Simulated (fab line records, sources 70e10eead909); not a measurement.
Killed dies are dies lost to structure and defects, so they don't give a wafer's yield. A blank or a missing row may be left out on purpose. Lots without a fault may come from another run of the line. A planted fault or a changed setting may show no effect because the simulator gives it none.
Which tool did it? | flow nand_harc | 11 lots, 33 wafers sampled, at 6 steps of a route of 1302

WHAT THE GAUGES READ, wafer by wafer
NHARC_P_M0_CD_MEAS_09: target cd 90 nm. Usual: cd_nm 89.9 nm, standard deviation 0.48.
lot  | measured     | on        | cd_nm (nm)     | flag
L289 | day 6 01:14  | cd_sem-02 | 89.5 89.9 89.5 |
L292 | day 7 03:53  | cd_sem-01 | 90.0 90.5 90.2 |
L294 | day 8 01:58  | cd_sem-01 | 90.0 90.1 90.7 |
L297 | day 9 05:19  | cd_sem-01 | 91.6 91.2 91.7 | OFF
L296 | day 9 05:44  | cd_sem-03 | 92.2 92.7 92.6 | OFF
L305 | day 12 19:43 | cd_sem-03 | 89.1 90.3 89.9 |
L306 | day 13 09:09 | cd_sem-01 | 89.3 89.3 90.4 |
L307 | day 13 10:05 | cd_sem-02 | 90.4 90.1 90.2 |
L309 | day 14 08:53 | cd_sem-01 | 90.0 90.4 90.2 |
L310 | day 14 21:06 | cd_sem-02 | 90.3 89.5 89.9 |
L312 | day 15 18:38 | cd_sem-03 | 90.4 90.1 89.8 |

NHARC_END_SORT_01. Usual: defect_limited_yield 91.7 %, standard deviation 2.8; killed_at_array 52, standard deviation 19; killed_at_other 0.8, standard deviation 1; killed_at_periphery 3.7, standard deviation 2.5; killed_dies 56, standard deviation 19; killed_open 3.5, standard deviation 2; killed_short 2.2, standard deviation 1.4; sort_bin_2_pct 2.9 %, standard deviation 1.2; sort_bin_3_pct 0.6 %, standard deviation 0.36; sort_bin_4_pct 4.8 %, standard deviation 1.6; sort_n_pass 621, standard deviation 19; sort_rim_yield_pct 92 %, standard deviation 3.9; sort_yield_pct 91.7 %, standard deviation 2.8.
lot  | measured     | on        | defect_limited_yield (%) | killed_at_array | killed_at_other | killed_at_periphery | killed_dies | killed_open | killed_short | sort_bin_2_pct (%) | sort_bin_3_pct (%) | sort_bin_4_pct (%) | sort_n_pass | sort_rim_yield_pct (%) | sort_yield_pct (%) | flag
L289 | day 24 12:58 | prober-02 | 92.3 92.8 93.6           | 49 46 38        | 0 0 3           | 3 3 2               | 52 49 43    | 3 4 3       | 2 1 4        | 3.0 3.1 2.4        | 1.0 0.3 0.3        | 3.7 3.8 3.7        | 625 628 634 | 98 98 96               | 92.3 92.8 93.6     |
L292 | day 25 20:46 | prober-01 | 92.5 92.8 91.7           | 48 45 54        | 1 1 1           | 2 3 1               | 51 49 56    | 3 3 1       | 2 1 4        | 1.2 2.2 2.4        | 0.7 0.4 0.3        | 5.6 4.6 5.6        | 626 628 621 | 94 97 98               | 92.5 92.8 91.7     |
L294 | day 25 20:44 | prober-02 | 91.3 94.8 93.2           | 56 32 46        | 0 0 0           | 3 3 0               | 59 35 46    | 0 6 3       | 1 2 2        | 3.7 1.0 2.4        | 0.7 0.9 1.0        | 4.3 3.2 3.4        | 618 642 631 | 90 86 89               | 91.3 94.8 93.2     |
L297 | day 27 06:38 | prober-02 | 93.1 93.1 91.1           | 43 43 56        | 1 0 1           | 3 4 3               | 47 47 60    | 6 5 4       | 2 4 2        | 2.8 2.8 2.5        | 0.1 0.1 0.4        | 4.0 4.0 5.9        | 630 630 617 | 89 92 91               | 93.1 93.1 91.1     |
L296 | day 27 06:37 | prober-01 | 89.5 87.4 91.1           | 68 81 57        | 1 0 0           | 2 4 3               | 71 85 60    | 1 4 4       | 3 3 2        | 4.6 4.1 3.7        | 0.1 0.9 0          | 5.8 7.5 5.2        | 606 592 617 | 93 88 88               | 89.5 87.4 91.1     |
L305 | day 31 06:19 | prober-01 | 92.8 94.7 94.5           | 40 34 30        | 2 0 4           | 7 2 3               | 49 36 37    | 2 0 6       | 3 2 0        | 2.8 1.9 1.6        | 0.6 0.1 0.1        | 3.8 3.2 3.7        | 628 641 640 | 91 91 92               | 92.8 94.7 94.5     |
L306 | day 31 21:50 | prober-02 | 90.4 88.3 88.3           | 61 75 74        | 0 1 2           | 4 3 3               | 65 79 79    | 8 1 7       | 1 6 3        | 3.5 3.4 3.8        | 0.9 0.3 0.1        | 5.2 8.0 7.7        | 612 598 598 | 95 90 90               | 90.4 88.3 88.3     |
L307 | day 32 04:50 | prober-01 | 88.5 89.8 88.5           | 74 68 74        | 2 0 0           | 2 1 4               | 78 69 78    | 6 5 8       | 5 2 1        | 5.0 3.4 4.4        | 1.3 0.6 0.9        | 5.2 6.2 6.2        | 599 608 599 | 88 91 88               | 88.5 89.8 88.5     |
L309 | day 32 19:48 | prober-01 | 92.6 95.1 95.3           | 46 27 27        | 1 1 1           | 3 5 4               | 50 33 32    | 3 3 1       | 2 1 2        | 2.8 1.3 1.3        | 0.9 0.4 1.2        | 3.7 3.1 2.2        | 627 644 645 | 90 96 94               | 92.6 95.1 95.3     |
L310 | day 33 11:07 | prober-02 | 92.3 89.5 90.8           | 49 65 56        | 0 0 2           | 3 6 4               | 52 71 62    | 1 3 1       | 2 2 2        | 2.5 3.0 3.0        | 0.9 0.7 1.0        | 4.3 6.8 5.2        | 625 606 615 | 98 96 94               | 92.3 89.5 90.8     |
L312 | day 34 12:38 | prober-02 | 96.3 95.1 96.0           | 24 30 19        | 1 1 1           | 0 2 7               | 25 33 27    | 2 2 5       | 2 4 2        | 1.6 0.7 1.5        | 0.1 0.4 0.1        | 1.9 3.7 2.4        | 652 644 650 | 96 98 94               | 96.3 95.1 96.0     |

WHICH TOOL RAN EACH LOT (tool, then ch and the chambers of the sampled wafers, then the start)
lot  | NHARC_P_CONTACT_DESCUM_17          | NHARC_P_CONTACT_STRIP_28           | NHARC_P_CONTACT_ALD_22              | NHARC_P_M0_PEB_07
L289 | rie_diel-11 ch 0,2,3, day 5 21:16  | rie_diel-12 ch 0,2,3, day 5 22:13  | ald_metal-01 ch 0,1, day 5 23:05    | litho_track-04 ch 0, day 6 01:09
L292 | rie_diel-12 ch 0,1,3, day 6 23:54  | rie_diel-07 ch 0,1,2, day 7 00:51  | ald_metal-01 ch 1,2,3, day 7 01:44  | litho_track-06 ch 0, day 7 03:48
L294 | rie_diel-12 ch 1,2,3, day 7 21:17  | rie_diel-07 ch 0,1,2, day 7 22:23  | ald_metal-04 ch 1,2,3, day 7 23:15  | litho_track-06 ch 0, day 8 01:53
L297 | rie_diel-07 ch 0,2,3, day 9 00:37  | rie_diel-11 ch 0,1, day 9 01:34    | ald_metal-01 ch 1,3, day 9 02:27    | litho_track-06 ch 0, day 9 05:14
L296 | rie_diel-12 ch 0,1,2, day 9 00:49  | rie_diel-07 ch 0,1,2, day 9 01:46  | ald_metal-04 ch 0,2,3, day 9 02:40  | litho_track-06 ch 0, day 9 05:39
L305 | rie_diel-07 ch 0,2,3, day 12 15:52 | rie_diel-12 ch 0,1,2, day 12 16:50 | ald_metal-04 ch 2,3, day 12 17:41   | litho_track-04 ch 0, day 12 19:38
L306 | rie_diel-12 ch 0,1,3, day 13 05:10 | rie_diel-07 ch 0,1, day 13 06:07   | ald_metal-04 ch 2,3, day 13 07:01   | litho_track-04 ch 0, day 13 09:04
L307 | rie_diel-11 ch 1,3, day 13 06:06   | rie_diel-12 ch 0,2, day 13 07:04   | ald_metal-02 ch 0,1, day 13 07:57   | litho_track-01 ch 0, day 13 10:00
L309 | rie_diel-11 ch 0,1,2, day 14 04:22 | rie_diel-11 ch 1,3, day 14 05:17   | ald_metal-01 ch 0,1,2, day 14 06:10 | litho_track-04 ch 0, day 14 08:49
L310 | rie_diel-07 ch 1,3, day 14 16:59   | rie_diel-12 ch 1,3, day 14 18:05   | ald_metal-04 ch 0,2,3, day 14 19:00 | litho_track-06 ch 0, day 14 21:01
L312 | rie_diel-12 ch 0,2, day 15 14:16   | rie_diel-11 ch 0,2,3, day 15 15:43 | ald_metal-02 ch 0,2,3, day 15 16:35 | litho_track-01 ch 0, day 15 18:33
- NHARC_P_CONTACT_DESCUM_17: chemistry O2, time 3 s.
- NHARC_P_CONTACT_STRIP_28: strips in O2.
- NHARC_P_CONTACT_ALD_22: deposits TiN, target thk 3 nm, pulse time 1 s, ald cycles 150.
- NHARC_P_M0_PEB_07: peb time 65 s.

WHAT THE TOOLS THEMSELVES READ (means of the sampled wafers that have a number; where no wafer has one, the mark that the record gives instead)
NHARC_P_CONTACT_DESCUM_17. Usual: drypump_motor_current_A 5.9 A, standard deviation 0.36; oes_product_au 0.999 a.u., standard deviation 0.0068; rf_vpp_V 57.8 V, standard deviation 0.86; showerhead_plenum_p_Torr 1.93 Torr, standard deviation 0.07; throttle_valve_pct 11.311 %, standard deviation 0.0083.
lot  | tool        | drypump_motor_current_A (A) | oes_product_au (a.u.) | rf_vpp_V (V) | showerhead_plenum_p_Torr (Torr) | throttle_valve_pct (%) | flag
L289 | rie_diel-11 | 6.2                         | 0.997                 | 57.8         | 1.95                            | 11.309                 |
L292 | rie_diel-12 | 5.8                         | 0.996                 | 57.8         | 1.93                            | 11.313                 |
L294 | rie_diel-12 | 5.9                         | 1.002                 | 57.9         | 1.90                            | 11.310                 |
L297 | rie_diel-07 | 5.9                         | 1.003                 | 57.6         | 1.88                            | 11.311                 |
L296 | rie_diel-12 | 5.8                         | 0.989                 | 58.3         | 1.94                            | 11.307                 |
L305 | rie_diel-07 | 5.9                         | 0.996                 | 58.0         | 1.88                            | 11.318                 |
L306 | rie_diel-12 | 5.8                         | 0.996                 | 57.4         | 1.92                            | 11.310                 |
L307 | rie_diel-11 | 5.8                         | 1.004                 | 57.4         | 1.96                            | 11.317                 |
L309 | rie_diel-11 | 5.9                         | 0.995                 | 57.8         | 2.01                            | 11.307                 |
L310 | rie_diel-07 | 6.0                         | 1.008                 | 57.6         | 1.98                            | 11.312                 |
L312 | rie_diel-12 | 5.6                         | 0.991                 | 56.9         | 1.94                            | 11.317                 |

NHARC_P_CONTACT_STRIP_28. Usual: drypump_motor_current_A 5.9 A, standard deviation 0.47; oes_product_au 0.999 a.u., standard deviation 0.0077; rf_vpp_V 57.8 V, standard deviation 0.92; showerhead_plenum_p_Torr 3.55 Torr, standard deviation 0.12; throttle_valve_pct 17.036 %, standard deviation 0.0095.
lot  | tool        | drypump_motor_current_A (A) | oes_product_au (a.u.) | rf_vpp_V (V) | showerhead_plenum_p_Torr (Torr) | throttle_valve_pct (%) | flag
L289 | rie_diel-12 | 5.8                         | 1.003                 | 57.1         | 3.51                            | 17.029                 |
L292 | rie_diel-07 | 5.7                         | 0.993                 | 58.1         | 3.55                            | 17.035                 |
L294 | rie_diel-07 | 5.7                         | 1.003                 | 57.4         | 3.55                            | 17.042                 |
L297 | rie_diel-11 | 6.1                         | 1.011                 | 58.4         | 3.71                            | 17.041                 |
L296 | rie_diel-07 | 5.7                         | 0.999                 | 58.3         | 3.55                            | 17.036                 |
L305 | rie_diel-12 | 5.8                         | 0.996                 | 57.3         | 3.57                            | 17.035                 |
L306 | rie_diel-07 | 6.0                         | 0.992                 | 57.6         | 3.49                            | 17.039                 |
L307 | rie_diel-12 | 5.7                         | 0.981                 | 57.6         | 3.53                            | 17.037                 |
L309 | rie_diel-11 | 5.8                         | 1.004                 | 58.2         | 3.60                            | 17.041                 |
L310 | rie_diel-12 | 6.0                         | 1.003                 | 57.8         | 3.48                            | 17.031                 |
L312 | rie_diel-11 | 6.2                         | 1.000                 | 57.4         | 3.59                            | 17.041                 |

NHARC_P_CONTACT_ALD_22. Usual: heater_power_outer_w 714 W, standard deviation 91; heater_power_w 1110 W, standard deviation 120; precursor_pulse_height_rel 1.000, standard deviation 0.019.
lot  | tool         | heater_power_outer_w (W) | heater_power_w (W) | precursor_pulse_height_rel | flag
L289 | ald_metal-01 | 621                      | 997                | 0.995                      |
L292 | ald_metal-01 | 681                      | 1054               | 1.000                      |
L294 | ald_metal-04 | 745                      | 1138               | 0.965                      |
L297 | ald_metal-01 | 596                      | 966                | 0.995                      |
L296 | ald_metal-04 | 713                      | 1136               | 1.010                      |
L305 | ald_metal-04 | 757                      | 1153               | 1.006                      |
L306 | ald_metal-04 | 718                      | 1141               | 0.997                      |
L307 | ald_metal-02 | 696                      | 1128               | 0.994                      |
L309 | ald_metal-01 | 742                      | 1149               | 1.003                      |
L310 | ald_metal-04 | 696                      | 1061               | 1.000                      |
L312 | ald_metal-02 | 682                      | 1099               | 1.004                      |

THE ANSWER, worked out from the rows above alone
Rule: a lot is off if the mean of its wafers that have a number lies more than 3 standard deviations from the usual mean. A lot without any number at a reading at which 4 lots or more have one is off too. The other lots that the step has rows for count as sound. The gauges are gone through in route order, then the tools' own readings, and for those a lot's mean is taken as printed above. The first step at which some lot is off is used, and at that step the reading that is off furthest; a lot without a number counts as furthest.
Off: L297, L296, at NHARC_P_M0_CD_MEAS_09 (cd_nm).
A tool fits if, at a process step before that reading, it ran every lot that is off, and no sound lot after the first of them. The gauges at NHARC_P_M0_CD_MEAS_09 are tried like those tools. None of those tried fits.

WHAT THE SIMULATOR HAD PUT IN
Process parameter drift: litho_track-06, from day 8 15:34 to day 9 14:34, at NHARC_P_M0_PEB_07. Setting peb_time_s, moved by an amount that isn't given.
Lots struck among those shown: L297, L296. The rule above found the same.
